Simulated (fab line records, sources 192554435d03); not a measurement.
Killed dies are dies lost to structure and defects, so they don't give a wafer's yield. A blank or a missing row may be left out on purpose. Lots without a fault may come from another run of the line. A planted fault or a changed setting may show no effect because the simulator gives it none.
fab line records | flow n5_finfet
record lots=24 wafers=72 last_day=19
route steps=1938 shown BEOL_M0_CUTY@710 BEOL_M0@722
lots that met no fault: from a run of the same line without faults
start_h: hours from the record's first day to the start of the lot's first wafer shown | wait_h: hours since the lot's step before | " the same as in the row above | L1.1+2: a row that stands for several wafers | - no value, or no start given | * or withheld: withheld | < > ~ a bound
route shown NAME@n: a module of which the file shows steps, and the number in the route of the first | usual: mean/standard deviation of fault-free wafers | same: alike in all rows | chamber/n: place in a boat | sites: the reading at each site | _std_site: their standard deviation | _edge_site: outer sites' mean less inner sites' | radius_mm: how far each site lies from the wafer's centre | mask NAME#n: copy n | behind: the tool/chamber that last shaped the wafer | hold: why the lot was held/for how many hours/how that ended | device: the transistor (n, p or np) that didn't switch | end of line: the same wafers' tests at the end of the route | a step without rows: its recipe alone | killed: dies lost to structure and defects at the first sort, not the wafer's yield | map: a wafer's dies, x killed, . not, _ none there
set.NAME: the setting as run; set.NAME@STEP: as run at that earlier step | model.NAME: the simulator's own value behind a step, which no gauge read
steps of the route over a sample of lots; a table a step, a row a wafer
services: from which hour (start_h, from the record's first day; less than 0 if before it) a tool's chamber was out of use, for how many hours, and why
## steps
# step N5_BEOL_M0_CUTY_INSPECT_59
# recipe mode=adi inspect_instrument=macro
# usual raw_defect_count=2.1/1.4
# columns lot.wafer tool chamber start_h wait_h raw_defect_count
L074.2 defect_inspect-01 - 124.36 0.0 3
L074.3 " - " " 3
L074.6 " - " " 1
L075.2 defect_inspect-02 - 125.41 0.0 3
L075.3 " - " " 1
L075.5 " - " " 2
L076.1 defect_inspect-01 - 128.53 0.0 0
L076.4 " - " " 2
L076.5 " - " " 1
L077.3 defect_inspect-01 - 137.43 0.0 3
L077.5 " - " " 1
L077.6 " - " " 4
L078.1 defect_inspect-01 - 147.42 0.0 2
L078.2 " - " " 0
L078.3 " - " " 4
L079.2 defect_inspect-02 - 151.50 0.0 5
L079.4 " - " " 2
L079.6 " - " " 0
L081.2 defect_inspect-02 - 155.09 0.0 2
L081.3 " - " " 2
L081.5 " - " " 1
L080.1 defect_inspect-02 - 160.22 0.0 3
L080.2 " - " " 2
L080.6 " - " " 4
L082.4 defect_inspect-01 - 161.24 0.0 0
L082.5 " - " " 1
L082.6 " - " " 1
L083.2 defect_inspect-01 - 172.54 0.0 2
L083.3 " - " " 1
L083.5 " - " " 0
L084.1 defect_inspect-01 - 176.05 0.0 4
L084.4 " - " " 1
L084.6 " - " " 3
L085.2 defect_inspect-02 - 183.85 0.0 1
L085.3 " - " " 4
L085.6 " - " " 3
L086.2 defect_inspect-01 - 185.52 0.0 2
L086.3 " - " " 3
L086.4 " - " " 4
L087.1 defect_inspect-01 - 195.81 0.0 2
L087.2 " - " " 2
L087.6 " - " " 3
L088.2 defect_inspect-01 - 198.79 0.0 3
L088.5 " - " " 2
L088.6 " - " " 5
L089.2 defect_inspect-01 - 202.29 0.0 1
L089.4 " - " " 0
L089.5 " - " " 2
L090.2 defect_inspect-02 - 208.90 0.0 2
L090.3 " - " " 3
L090.4 " - " " 3
L091.3 defect_inspect-01 - 214.67 0.0 1
L091.4 " - " " 1
L091.6 " - " " 1
L092.4 defect_inspect-02 - 226.16 0.0 1
L092.5 " - " " 1
L092.6 " - " " 6
L093.1 defect_inspect-01 - 232.76 0.0 2
L093.2 " - " " 2
L093.4 " - " " 2
L094.1 defect_inspect-02 - 239.00 0.0 1
L094.2 " - " " 0
L094.3 " - " " 1
L095.1 defect_inspect-02 - 249.71 0.0 1
L095.4 " - " " 4
L095.5 " - " " 3
L096.3 defect_inspect-02 - 256.26 0.0 1
L096.5 " - " " 3
L096.6 " - " " 0
L097.1 defect_inspect-01 - 257.51 0.0 3
L097.5 " - " " 2
L097.6 " - " " 5
# step N5_BEOL_M0_CUTY_ETCH_63
# recipe chemistry=N2/H2 target=SOC target_depth_a=827 overetch_a=165 mask_material=SiARC temp_c=40 ion_energy_ev=200 time_s=124 pressure_mtorr=30 source_w=840 bias_w=150 n2_flow_sccm=200 h2_flow_sccm=200
# usual drypump_motor_current_A=5.77/0.25 h2_flow_sccm=200.0/0.63 n2_flow_sccm=200.1/0.66 oes_product_au=0.67/0.071 rf_vpp_V=524.5/2.4 showerhead_plenum_p_Torr=2.57/0.077 throttle_valve_pct=17.7/0.35
# columns lot.wafer tool chamber start_h wait_h drypump_motor_current_A h2_flow_sccm n2_flow_sccm oes_product_au rf_hours_counter_h rf_vpp_V showerhead_plenum_p_Torr throttle_valve_pct
L074.2 rie_diel-05 2 125.06 0.0 6.15 199.7 200.7 0.71 51 525.5 2.59 17.9
L074.3 " 3 " " 5.91 200.4 199.4 0.58 233 523.2 2.52 18.2
L074.6 " 0 " " 5.57 199.0 200.6 0.66 - 524.4 2.56 17.5
L075.2 rie_diel-06 3 125.52 0.0 5.28 199.9 199.5 0.58 234 526.4 2.61 17.7
L075.3 " 0 " " 5.59 200.7 200.2 0.71 34 527.2 2.71 17.8
L075.5 " 0 " " 5.60 200.9 199.8 0.71 - 527.6 2.71 17.8
L076.1 rie_diel-06 2 128.64 0.0 5.73 200.1 199.4 0.74 21 528.5 2.70 17.3
L076.4 " 3 " " 5.26 200.5 200.8 0.57 235 524.5 2.61 17.7
L076.5 " 2 " " 5.74 200.0 199.8 0.74 - 528.4 2.70 17.3
L077.3 rie_diel-04 2 137.55 0.0 5.46 200.7 200.8 0.57 204 519.7 2.43 18.3
L077.5 " 2 " " 5.48 200.2 199.8 0.57 - 520.9 2.43 18.3
L077.6 " 0 " " 5.44 199.7 200.0 0.58 - 521.9 2.51 17.8
L078.1 rie_diel-05 2 147.53 0.0 6.14 200.0 199.5 0.70 60 525.3 2.58 18.0
L078.2 " 3 " " 5.87 199.5 200.5 0.57 242 521.7 2.51 18.2
L078.3 " 0 " " 5.58 200.0 200.4 0.65 103 524.9 2.55 17.5
L079.2 rie_diel-05 2 151.61 0.0 6.15 200.1 199.5 0.69 62 526.1 2.58 18.0
L079.4 " 0 " " 5.57 199.8 200.8 0.65 105 524.4 2.55 17.5
L079.6 " 2 " " 6.18 199.8 199.4 0.70 - 523.1 2.58 18.0
L081.2 rie_diel-05 3 155.30 0.0 5.91 200.5 200.5 0.56 245 523.3 2.51 18.2
L081.3 " 2 " " 6.14 199.8 200.5 0.69 63 523.7 2.58 18.0
L081.5 " 0 " " 5.57 199.5 201.7 0.64 - 525.4 2.55 17.5
L080.1 rie_diel-04 3 160.56 0.0 6.05 200.6 201.3 0.72 40 528.3 2.71 17.8
L080.2 " 2 " " 5.45 199.6 200.3 0.57 215 518.3 2.42 18.4
L080.6 " 3 " " 6.04 198.6 201.0 0.72 - 528.1 2.71 17.8
L082.4 rie_diel-05 3 161.39 0.0 5.96 200.4 200.0 0.57 248 521.9 2.51 18.2
L082.5 " 0 " " 5.56 201.4 199.6 0.64 - 523.4 2.55 17.5
L082.6 " 1 " " 5.81 200.6 200.2 0.77 - 524.9 2.60 17.2
L083.2 rie_diel-05 3 172.65 0.0 5.91 199.4 201.0 0.56 252 521.3 2.51 18.2
L083.3 " 1 " " 5.81 199.2 201.0 0.77 12 525.6 2.60 17.2
L083.5 " 0 " " 5.58 200.2 199.2 0.65 - 523.5 2.55 17.5
L084.1 rie_diel-05 3 176.17 0.0 5.92 200.3 200.0 0.56 253 522.7 2.51 18.2
L084.4 " 1 " " 5.81 198.3 199.7 0.76 13 525.0 2.60 17.2
L084.6 " 0 " " 5.57 200.1 200.0 0.64 - 523.2 2.55 17.5
L085.2 rie_diel-05 0 183.96 0.0 5.60 199.7 199.4 0.64 117 524.6 2.55 17.5
L085.3 " 1 " " 5.81 201.3 200.5 0.76 15 524.3 2.59 17.2
L085.6 " 2 " " 6.15 199.8 201.1 0.68 - 526.1 2.58 18.0
L086.2 rie_diel-05 2 185.83 0.0 6.15 200.1 200.1 0.69 73 525.3 2.58 18.0
L086.3 " 0 " " 5.61 200.9 199.5 0.64 117 524.4 2.55 17.5
L086.4 " 0 " " 5.59 200.2 199.8 0.64 - 525.6 2.55 17.5
L087.1 rie_diel-05 1 196.28 0.0 5.83 200.8 199.8 0.74 21 526.1 2.59 17.2
L087.2 " 0 " " 5.57 200.4 199.2 0.64 122 523.9 2.55 17.5
L087.6 " 2 " " 6.13 199.5 199.8 0.68 - 524.0 2.58 18.0
L088.2 rie_diel-06 2 198.91 0.0 5.79 200.2 200.7 0.70 47 528.6 2.69 17.3
L088.5 " 1 " " 5.60 200.5 198.9 0.68 - 523.0 2.47 17.7
L088.6 " 2 " " 5.78 199.4 199.9 0.70 - 529.0 2.69 17.3
L089.2 rie_diel-04 3 202.40 0.0 6.01 200.1 199.9 0.70 52 529.0 2.71 17.8
L089.4 " 2 " " 5.45 200.3 200.1 0.56 227 519.7 2.42 18.4
L089.5 " 3 " " 6.03 198.8 200.0 0.70 - 527.6 2.71 17.8
L090.2 rie_diel-04 2 209.02 0.0 5.44 200.5 200.9 0.57 229 518.5 2.42 18.4
L090.3 " 1 " " 6.03 199.1 199.8 0.75 18 524.0 2.60 17.6
L090.4 " 3 " " 6.03 199.5 200.7 0.70 54 528.0 2.71 17.8
L091.3 rie_diel-05 0 214.78 0.0 5.58 199.9 201.2 0.62 130 524.8 2.54 17.5
L091.4 " 1 " " 5.81 199.8 199.8 0.73 - 526.3 2.59 17.2
L091.6 " 0 " " 5.58 199.8 201.0 0.63 - 524.6 2.54 17.5
L092.4 rie_diel-05 0 226.43 0.0 5.53 200.7 199.9 0.62 134 525.2 2.54 17.5
L092.5 " 1 " " 5.80 200.2 199.7 0.73 - 523.8 2.59 17.2
L092.6 " 0 " " 5.55 200.5 199.5 0.63 - 524.4 2.54 17.5
L093.1 rie_diel-04 0 232.87 0.0 5.46 199.5 200.8 0.56 248 522.7 2.50 17.9
L093.2 " 3 " " 6.00 199.8 200.6 0.69 61 527.5 2.70 17.8
L093.4 " 2 " " 5.47 200.3 200.6 0.56 235 519.4 2.41 18.4
L094.1 rie_diel-05 1 239.12 0.0 5.81 200.7 199.4 0.73 36 525.0 2.59 17.2
L094.2 " 0 " " 5.57 198.8 200.3 0.62 138 524.0 2.54 17.5
L094.3 " 3 " " 5.91 200.2 199.6 0.77 8 524.6 2.50 17.8
L095.1 rie_diel-06 0 249.83 0.0 5.58 200.2 200.6 0.67 73 526.3 2.70 17.9
L095.4 " 2 " " 5.74 200.2 201.0 0.69 61 528.6 2.68 17.4
L095.5 " 2 " " 5.75 200.5 200.7 0.69 - 527.5 2.68 17.3
L096.3 rie_diel-05 1 256.38 0.0 5.83 199.6 200.1 0.72 41 526.1 2.58 17.2
L096.5 " 1 " " 5.83 200.1 199.7 0.72 - 524.2 2.58 17.2
L096.6 " 0 " " 5.57 199.3 199.2 0.63 - 523.6 2.54 17.6
L097.1 rie_diel-04 1 257.63 0.0 6.06 200.1 199.3 0.73 34 525.0 2.59 17.7
L097.5 " 3 " " 6.02 200.1 200.0 0.68 - 528.3 2.70 17.8
L097.6 " 2 " " 5.46 200.2 200.3 0.56 - 520.5 2.41 18.4
# step N5_BEOL_M0_STRIP_142
# recipe chemistry=N2/H2 time_s=10 power_w=450 temp_c=40 pressure_mtorr=20 rf_frequency_hz=6e+07 bias_power_w=7 n2_flow_sccm=200 h2_flow_sccm=200
# usual drypump_motor_current_A=5.72/0.27 h2_flow_sccm=200.1/0.62 n2_flow_sccm=200.0/0.55 oes_product_au=0.82/0.097 rf_vpp_V=59.3/0.9 showerhead_plenum_p_Torr=2.57/0.087 throttle_valve_pct=23.6/0.37
# columns lot.wafer tool chamber start_h wait_h drypump_motor_current_A h2_flow_sccm n2_flow_sccm oes_product_au rf_hours_counter_h rf_vpp_V showerhead_plenum_p_Torr throttle_valve_pct
L075.2 rie_diel-04 0 126.90 0.0 5.43 200.3 200.8 0.69 210 60.8 2.51 23.8
L075.3 " 1 " " 6.08 199.4 199.8 0.65 247 60.0 2.60 23.9
L075.5 " 3 " " 6.01 199.7 199.3 0.92 - 59.1 2.72 23.6
L074.2 rie_diel-05 0 126.94 0.0 5.55 200.0 199.6 0.79 95 59.3 2.55 23.2
L074.3 " 2 " " 6.15 200.0 199.8 0.87 52 59.6 2.58 23.8
L074.6 " 3 " " 5.90 200.7 199.8 0.68 - 58.7 2.51 24.1
L076.1 rie_diel-04 0 129.33 0.0 5.40 201.5 198.8 0.69 211 58.2 2.51 23.7
L076.4 " 1 " " 6.06 200.5 199.9 0.66 248 59.6 2.60 23.9
L076.5 " 2 " " 5.47 200.5 200.5 0.69 - 58.1 2.42 24.3
L077.3 rie_diel-06 1 141.04 0.0 5.64 199.8 200.2 0.85 65 58.3 2.48 23.7
L077.5 " 0 " " 5.59 200.3 199.8 0.88 - 59.9 2.71 23.7
L077.6 " 3 " " 5.28 201.1 200.2 0.69 - 58.3 2.60 23.6
L078.1 rie_diel-04 2 150.42 0.0 5.45 199.8 200.7 0.68 211 60.1 2.42 24.3
L078.2 " 0 " " 5.44 199.6 200.2 0.68 221 59.7 2.51 23.7
L078.3 " 3 " " 6.03 200.2 200.6 0.90 35 60.5 2.71 23.6
L079.2 rie_diel-05 3 154.06 0.0 5.87 199.8 200.1 0.68 245 59.9 2.51 24.2
L079.4 " 0 " " 5.55 199.0 198.7 0.79 106 59.5 2.55 23.3
L079.6 " 2 " " 6.16 199.7 199.8 0.85 - 58.9 2.58 23.8
L081.2 rie_diel-05 0 157.54 0.0 5.63 199.7 200.0 0.80 107 60.7 2.55 23.3
L081.3 " 3 " " 5.88 200.4 200.0 0.68 246 56.7 2.51 24.2
L081.5 " 3 " " 5.88 200.5 200.0 0.68 - 59.3 2.51 24.2
L080.1 rie_diel-05 0 161.26 0.0 5.55 200.1 199.7 0.80 108 59.1 2.55 23.3
L080.2 " 2 " " 6.15 200.6 200.9 0.85 65 59.0 2.58 23.8
L080.6 " 0 " " 5.56 200.6 200.4 0.79 - 61.2 2.55 23.3
L082.4 rie_diel-06 2 166.38 0.0 5.75 200.5 199.5 0.89 35 61.5 2.69 23.0
L082.5 " 0 " " 5.57 200.6 199.1 0.87 - 59.5 2.70 23.7
L082.6 " 3 " " 5.28 200.7 199.6 0.69 - 60.1 2.60 23.6
L083.2 rie_diel-04 1 176.12 0.0 6.07 199.6 199.7 0.98 9 57.7 2.60 23.4
L083.3 " 3 " " 6.03 200.2 200.6 0.88 45 60.6 2.71 23.7
L083.5 " 3 " " 6.03 199.3 200.5 0.89 - 60.0 2.71 23.6
L084.1 rie_diel-06 2 179.51 0.0 5.76 199.9 199.4 0.87 39 59.3 2.69 23.1
L084.4 " 1 " " 5.64 199.1 200.4 0.83 - 59.4 2.47 23.8
L084.6 " 0 " " 5.61 200.8 199.8 0.85 - 60.3 2.70 23.7
L085.2 rie_diel-05 0 186.10 0.0 5.56 199.9 200.2 0.78 117 58.4 2.54 23.3
L085.3 " 1 " " 5.82 199.3 200.3 0.92 16 60.0 2.59 23.0
L085.6 " 0 " " 5.58 200.9 200.5 0.77 - 60.4 2.55 23.3
L086.2 rie_diel-04 0 187.08 0.0 5.44 200.7 200.5 0.67 234 59.2 2.50 23.8
L086.3 " 2 " " 5.46 199.8 200.4 0.68 223 57.8 2.41 24.3
L086.4 " 3 " " 6.03 199.6 200.1 0.87 47 59.4 2.70 23.7
L087.1 rie_diel-04 1 199.45 0.0 6.04 200.5 199.5 0.94 15 60.3 2.59 23.4
L087.2 " 2 " " 5.46 199.6 199.4 0.68 226 60.5 2.41 24.3
L087.6 " 0 " " 5.50 200.1 200.0 0.67 - 58.3 2.50 23.8
L088.2 rie_diel-05 2 199.77 0.0 6.14 198.6 199.8 0.83 80 60.3 2.57 23.8
L088.5 " 1 " " 5.80 199.7 200.0 0.90 - 58.6 2.59 23.0
L088.6 " 0 " " 5.57 200.9 199.3 0.77 - 60.1 2.54 23.3
L089.2 rie_diel-05 1 207.81 0.0 5.82 199.8 200.6 0.89 26 59.4 2.59 23.0
L089.4 " 1 " " 5.81 200.2 200.6 0.89 - 59.5 2.59 22.9
L089.5 " 2 " " 6.15 199.4 200.2 0.83 - 59.5 2.57 23.8
L091.3 rie_diel-06 3 217.84 0.0 5.26 200.7 200.4 0.97 6 59.2 2.59 23.2
L091.4 " 0 " " 5.58 199.8 200.3 0.84 65 59.6 2.70 23.7
L091.6 " 2 " " 5.74 198.9 199.9 0.85 - 60.1 2.68 23.1
L090.2 rie_diel-04 2 225.37 0.0 5.46 200.5 200.1 0.67 234 58.9 2.41 24.3
L090.3 " 0 " " 5.46 200.6 200.5 0.66 246 59.8 2.50 23.8
L090.4 " 1 " " 6.04 200.3 199.6 0.93 23 58.4 2.59 23.4
L092.4 rie_diel-05 2 228.73 0.0 6.13 199.4 199.1 0.82 90 58.8 2.57 23.8
L092.5 " 0 " " 5.55 200.7 199.8 0.76 - 57.3 2.54 23.3
L092.6 " 3 " " 5.89 199.1 199.2 0.95 - 58.6 2.50 23.9
L093.1 rie_diel-04 2 234.08 0.0 5.45 200.0 200.2 0.67 235 59.8 2.41 24.3
L093.2 " 3 " " 6.03 200.5 200.3 0.87 61 58.4 2.70 23.7
L093.4 " 1 " " 6.04 200.0 199.5 0.93 25 57.5 2.59 23.4
L094.1 rie_diel-06 1 241.45 0.0 5.62 200.0 200.1 0.81 97 59.1 2.46 23.8
L094.2 " 0 " " 5.57 199.2 200.0 0.84 71 59.6 2.69 23.7
L094.3 " 3 " " 5.27 201.1 199.1 0.94 13 58.9 2.59 23.2
L095.1 rie_diel-06 1 250.43 0.0 5.62 200.9 199.3 0.81 100 59.3 2.46 23.8
L095.4 " 3 " " 5.29 200.9 200.3 0.93 15 60.5 2.59 23.2
L095.5 " 0 " " 5.58 199.9 201.3 0.83 - 60.0 2.69 23.7
L096.3 rie_diel-06 0 266.48 0.0 5.60 199.5 199.9 0.82 78 60.0 2.69 23.7
L096.5 " 2 " " 5.75 200.8 200.2 0.83 - 59.3 2.68 23.1
L096.6 " 3 " " 5.27 199.3 199.4 0.92 - 59.9 2.59 23.2
L097.1 rie_diel-04 3 267.67 0.0 6.01 199.7 199.9 0.85 74 60.2 2.69 23.7
L097.5 " 0 " " 5.40 201.3 200.4 0.96 - 59.0 2.49 23.5
L097.6 " 1 " " 6.06 200.3 199.4 0.90 - 58.4 2.58 23.4
# step N5_BEOL_M0_PRE_CLEAN_113
# recipe gas=H2/He time_s=30 temp_c=250
# usual heater_power_w=334/49
# columns lot.wafer tool chamber start_h wait_h heater_power_w
L075.2 pvd_sputter-02 - 127.74 0.0 340
L075.3 " - " " 323
L075.5 " - " " 326
L074.2 pvd_sputter-02 - 127.96 0.0 325
L074.3 " - " " 337
L074.6 " - " " 328
L076.1 pvd_sputter-02 - 131.28 0.0 364
L076.4 " - " " 327
L076.5 " - " " 336
L077.3 pvd_sputter-01 - 141.88 0.0 347
L077.5 " - " " 359
L077.6 " - " " 341
L078.1 pvd_sputter-01 - 151.18 0.0 220
L078.2 " - " " 356
L078.3 " - " " 333
L079.2 pvd_sputter-01 - 155.00 0.0 340
L079.4 " - " " 350
L079.6 " - " " 224
L081.2 pvd_sputter-01 - 158.79 0.0 342
L081.3 " - " " 359
L081.5 " - " " 227
L080.1 pvd_sputter-03 - 161.78 0.0 379
L080.2 " - " " 304
L080.6 " - " " 336
L082.4 pvd_sputter-03 - 167.36 0.0 296
L082.5 " - " " 344
L082.6 " - " " 381
L083.2 pvd_sputter-01 - 176.67 0.0 229
L083.3 " - " " 341
L083.5 " - " " 217
L084.1 pvd_sputter-03 - 180.02 0.0 292
L084.4 " - " " 386
L084.6 " - " " 296
L085.2 pvd_sputter-03 - 187.02 0.0 369
L085.3 " - " " 299
L085.6 " - " " 300
L086.2 pvd_sputter-02 - 187.79 0.0 417
L086.3 " - " " 323
L086.4 " - " " 346
L087.1 pvd_sputter-03 - 199.96 0.0 381
L087.2 " - " " 302
L087.6 " - " " 384
L088.2 pvd_sputter-03 - 200.23 0.0 301
L088.5 " - " " 296
L088.6 " - " " 348
L089.2 pvd_sputter-03 - 210.65 0.0 301
L089.4 " - " " 343
L089.5 " - " " 283
L091.3 pvd_sputter-01 - 220.12 0.0 352
L091.4 " - " " 362
L091.6 " - " " 345
L090.2 pvd_sputter-03 - 226.01 0.0 295
L090.3 " - " " 334
L090.4 " - " " 306
L092.4 pvd_sputter-01 - 229.56 0.0 352
L092.5 " - " " 226
L092.6 " - " " 333
L093.1 pvd_sputter-03 - 236.24 0.0 300
L093.2 " - " " 392
L093.4 " - " " 340
L094.1 pvd_sputter-03 - 242.40 0.0 338
L094.2 " - " " 291
L094.3 " - " " 298
L095.1 pvd_sputter-01 - 251.20 0.0 222
L095.4 " - " " 346
L095.5 " - " " 350
L096.3 pvd_sputter-02 - 267.39 0.0 332
L096.5 " - " " 415
L096.6 " - " " 336
L097.1 pvd_sputter-02 - 268.08 0.0 327
L097.5 " - " " 334
L097.6 " - " " 422
# step N5_BEOL_M0_SURFACE_TREAT_137
# recipe gas=Ar time_s=* ion_energy_ev=* ion_current_ma_cm2=0.5 pressure_mtorr=* ar_flow_sccm=30
# usual pressure_mtorr=* throttle_valve_pct=*
# columns lot.wafer tool chamber start_h wait_h pressure_mtorr throttle_valve_pct
L075.2 pvd_sputter-01 - 128.26 0.4 * *
L075.3 " - " " * *
L075.5 " - " " * *
L074.2 pvd_sputter-01 - 128.48 0.4 * *
L074.3 " - " " * *
L074.6 " - " " * *
L076.1 pvd_sputter-02 - 131.58 0.1 * *
L076.4 " - " " * *
L076.5 " - " " * *
L077.3 pvd_sputter-02 - 142.25 0.2 * *
L077.5 " - " " * *
L077.6 " - " " * *
L078.1 pvd_sputter-03 - 151.49 0.2 * *
L078.2 " - " " * *
L078.3 " - " " * *
L079.2 pvd_sputter-03 - 157.03 1.8 * *
L079.4 " - " " * *
L079.6 " - " " * *
L081.2 pvd_sputter-03 - 160.40 1.4 * *
L081.3 " - " " * *
L081.5 " - " " * *
L080.1 pvd_sputter-02 - 162.15 0.2 * *
L080.2 " - " " * *
L080.6 " - " " * *
L082.4 pvd_sputter-01 - 168.29 0.8 * *
L082.5 " - " " * *
L082.6 " - " " * *
L083.2 pvd_sputter-02 - 177.07 0.2 * *
L083.3 " - " " * *
L083.5 " - " " * *
L084.1 pvd_sputter-03 - 180.33 0.1 * *
L084.4 " - " " * *
L084.6 " - " " * *
L085.2 pvd_sputter-03 - 187.34 0.2 * *
L085.3 " - " " * *
L085.6 " - " " * *
L086.2 pvd_sputter-02 - 188.10 0.1 * *
L086.3 " - " " * *
L086.4 " - " " * *
L087.1 pvd_sputter-03 - 200.35 0.2 * *
L087.2 " - " " * *
L087.6 " - " " * *
L088.2 pvd_sputter-01 - 201.18 0.7 * *
L088.5 " - " " * *
L088.6 " - " " * *
L089.2 pvd_sputter-03 - 211.11 0.1 * *
L089.4 " - " " * *
L089.5 " - " " * *
L091.3 pvd_sputter-01 - 220.66 0.1 * *
L091.4 " - " " * *
L091.6 " - " " * *
L090.2 pvd_sputter-03 - 226.53 0.3 * *
L090.3 " - " " * *
L090.4 " - " " * *
L092.4 pvd_sputter-01 - 231.56 1.8 * *
L092.5 " - " " * *
L092.6 " - " " * *
L093.1 pvd_sputter-03 - 236.68 0.2 * *
L093.2 " - " " * *
L093.4 " - " " * *
L094.1 pvd_sputter-01 - 243.11 0.5 * *
L094.2 " - " " * *
L094.3 " - " " * *
L095.1 pvd_sputter-02 - 251.55 0.2 * *
L095.4 " - " " * *
L095.5 " - " " * *
L096.3 pvd_sputter-02 - 267.75 0.2 * *
L096.5 " - " " * *
L096.6 " - " " * *
L097.1 pvd_sputter-03 - 268.41 0.2 * *
L097.5 " - " " * *
L097.6 " - " " * *
# step N5_BEOL_M0_ANNEAL_119
# recipe temp_c=225 time_s=90 ambient=N2
# usual wafer_temp_C_max=226.13/0.29
# columns lot.wafer tool chamber start_h wait_h wafer_temp_C_max
L075.2 rtp_anneal-02 0 129.32 0.2 225.96
L075.3 " 0 " " 226.01
L075.5 " 0 " " 226.41
L074.2 rtp_anneal-02 0 130.49 1.2 226.28
L074.3 " 0 " " 226.07
L074.6 " 0 " " 226.06
L076.1 rtp_anneal-01 0 132.38 0.1 225.61
L076.4 " 0 " " 225.82
L076.5 " 0 " " 225.60
L077.3 rtp_anneal-02 0 143.82 0.7 226.35
L077.5 " 0 " " 225.78
L077.6 " 0 " " 225.99
L078.1 rtp_anneal-01 0 154.09 0.4 225.93
L078.2 " 0 " " 225.88
L078.3 " 0 " " 226.70
L079.2 rtp_anneal-01 0 157.87 0.1 225.70
L079.4 " 0 " " 225.70
L079.6 " 0 " " 226.10
L081.2 rtp_anneal-01 0 161.55 0.3 226.19
L081.3 " 0 " " 226.06
L081.5 " 0 " " 225.72
L080.1 rtp_anneal-02 0 165.70 1.0 226.69
L080.2 " 0 " " 226.42
L080.6 " 0 " " 226.27
L082.4 rtp_anneal-02 0 169.20 0.2 226.17
L082.5 " 0 " " 226.58
L082.6 " 0 " " 225.57
L083.2 rtp_anneal-02 0 183.57 5.6 226.12
L083.3 " 0 " " 226.28
L083.5 " 0 " " 226.67
L084.1 rtp_anneal-02 0 185.53 4.5 226.03
L084.4 " 0 " " 225.95
L084.6 " 0 " " 226.46
L085.2 rtp_anneal-02 0 191.88 3.9 226.40
L085.3 " 0 " " 225.93
L085.6 " 0 " " 226.12
L086.2 rtp_anneal-02 0 192.15 3.4 225.84
L086.3 " 0 " " 225.86
L086.4 " 0 " " 226.03
L087.1 rtp_anneal-02 0 201.82 0.1 226.09
L087.2 " 0 " " 226.27
L087.6 " 0 " " 226.32
L088.2 rtp_anneal-02 0 202.89 0.7 226.43
L088.5 " 0 " " 225.84
L088.6 " 0 " " 226.23
L089.2 rtp_anneal-02 0 213.77 1.6 226.12
L089.4 " 0 " " 225.76
L089.5 " 0 " " 225.92
L091.3 rtp_anneal-02 0 228.01 2.4 226.19
L091.4 " 0 " " 226.31
L091.6 " 0 " " 226.28
L090.2 rtp_anneal-02 0 230.21 1.4 226.42
L090.3 " 0 " " 225.89
L090.4 " 0 " " 226.52
L092.4 rtp_anneal-02 0 235.04 2.5 226.52
L092.5 " 0 " " 226.16
L092.6 " 0 " " 226.34
L093.1 rtp_anneal-02 0 241.09 3.7 225.95
L093.2 " 0 " " 226.64
L093.4 " 0 " " 226.49
L094.1 rtp_anneal-02 0 247.99 3.1 226.19
L094.2 " 0 " " 226.23
L094.3 " 0 " " 226.12
L095.1 rtp_anneal-02 0 253.81 1.5 226.28
L095.4 " 0 " " 225.93
L095.5 " 0 " " 225.76
L096.3 rtp_anneal-02 0 269.38 0.9 225.75
L096.5 " 0 " " 225.92
L096.6 " 0 " " 225.75
L097.1 rtp_anneal-01 0 269.79 0.3 225.84
L097.5 " 0 " " 225.87
L097.6 " 0 " " 226.72
## services
# columns tool chamber start_h hours kind
rie_diel-05 1 117.01 - clean
rie_diel-05 1 117.01 - consumable_replace:focus_ring
rie_diel-05 1 117.01 21.5 scheduled_down
rie_diel-05 1 117.01 21.5 vent_cycle
rie_diel-04 0 120.85 5.2 repair
rie_diel-04 1 135.28 - clean
rie_diel-04 1 135.28 - consumable_replace:focus_ring
rie_diel-04 1 135.28 16.8 scheduled_down
rie_diel-04 1 135.28 16.8 vent_cycle
rtp_anneal-02 - 161.36 4.3 pm
pvd_sputter-03 - 168.35 2.5 repair
rie_diel-06 3 172.28 - clean
rie_diel-06 3 172.28 - consumable_replace:focus_ring
rie_diel-06 3 172.28 22.5 scheduled_down
rie_diel-05 3 184.85 - clean
rie_diel-05 3 184.85 - consumable_replace:focus_ring
rie_diel-05 3 184.85 29.9 scheduled_down
rie_diel-05 3 184.85 29.9 vent_cycle
rie_diel-05 - 238.15 0.8 repair
rie_diel-04 0 238.47 - clean
rie_diel-04 0 238.47 - consumable_replace:focus_ring
rie_diel-04 0 238.47 12.6 scheduled_down
rie_diel-04 0 238.47 12.6 vent_cycle
pvd_sputter-03 - 256.81 10.5 repair
## key
fault none
